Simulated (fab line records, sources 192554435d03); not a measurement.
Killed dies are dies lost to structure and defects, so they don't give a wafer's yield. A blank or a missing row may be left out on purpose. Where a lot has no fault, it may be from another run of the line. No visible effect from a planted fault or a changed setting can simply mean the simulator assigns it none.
Matching of chambers :: flow n5Finfet :: N5_BEOL_M5_ETCH_62 on rieDiel-02: 4 sister chambers
The step etches SOC in N2/H2, target depth 75 nm, overetch 15 nm, time 112.5 s. 4 wafers are shown with their chamber, then 11 later ones without.

WAFERS PAIRED WITH THEIR CHAMBERS
wafer: L084.3
chamber: 3
showerheadPlenumPTorr (Torr): 2.62

wafer: L084.6
chamber: 2
showerheadPlenumPTorr (Torr): 2.45

wafer: L085.4
chamber: 0
showerheadPlenumPTorr (Torr): 2.35

wafer: L086.2
chamber: 1
showerheadPlenumPTorr (Torr): 2.49

WAFERS WITHOUT THEIR CHAMBER
wafer: L086.3
showerheadPlenumPTorr (Torr): 2.62

wafer: L086.6
showerheadPlenumPTorr (Torr): 2.49

wafer: L088.1
showerheadPlenumPTorr (Torr): 2.35

wafer: L088.5
showerheadPlenumPTorr (Torr): 2.35

wafer: L088.6
showerheadPlenumPTorr (Torr): 2.44

wafer: L092.1
showerheadPlenumPTorr (Torr): 2.44

wafer: L092.2
showerheadPlenumPTorr (Torr): 2.35

wafer: L092.4
showerheadPlenumPTorr (Torr): 2.35

wafer: L095.2
showerheadPlenumPTorr (Torr): 2.35

wafer: L095.5
showerheadPlenumPTorr (Torr): 2.35

wafer: L095.6
showerheadPlenumPTorr (Torr): 2.44

WHICH CHAMBER EACH ONE RAN IN
wafer: L086.3
from the rows above: 3
in truth: 3

wafer: L086.6
from the rows above: 1
in truth: 1

wafer: L088.1
from the rows above: 0
in truth: 0

wafer: L088.5
from the rows above: 0
in truth: 0

wafer: L088.6
from the rows above: 2
in truth: 2

wafer: L092.1
from the rows above: 2
in truth: 2

wafer: L092.2
from the rows above: 0
in truth: 0

wafer: L092.4
from the rows above: 0
in truth: 0

wafer: L095.2
from the rows above: 0
in truth: 0

wafer: L095.5
from the rows above: 0
in truth: 0

wafer: L095.6
from the rows above: 2
in truth: 2
Correctly placed: 11 of 11. Not placeable from these rows: 0. Placed wrongly: 0.
How it was worked out, from the rows above alone: a wafer's distance from a chamber is the root of the sum, over the readings, of the square of ((its reading less the chamber's mean) divided by the reading's scatter). The wafer belongs to the nearest chamber; if the next one is less than 2 further off, it can't be placed. The mean given for a chamber averages the wafers shown for that chamber. The scatter: with one shown wafer a chamber, the root of the mean of the squares of how far each hidden wafer lies from its nearest shown one.
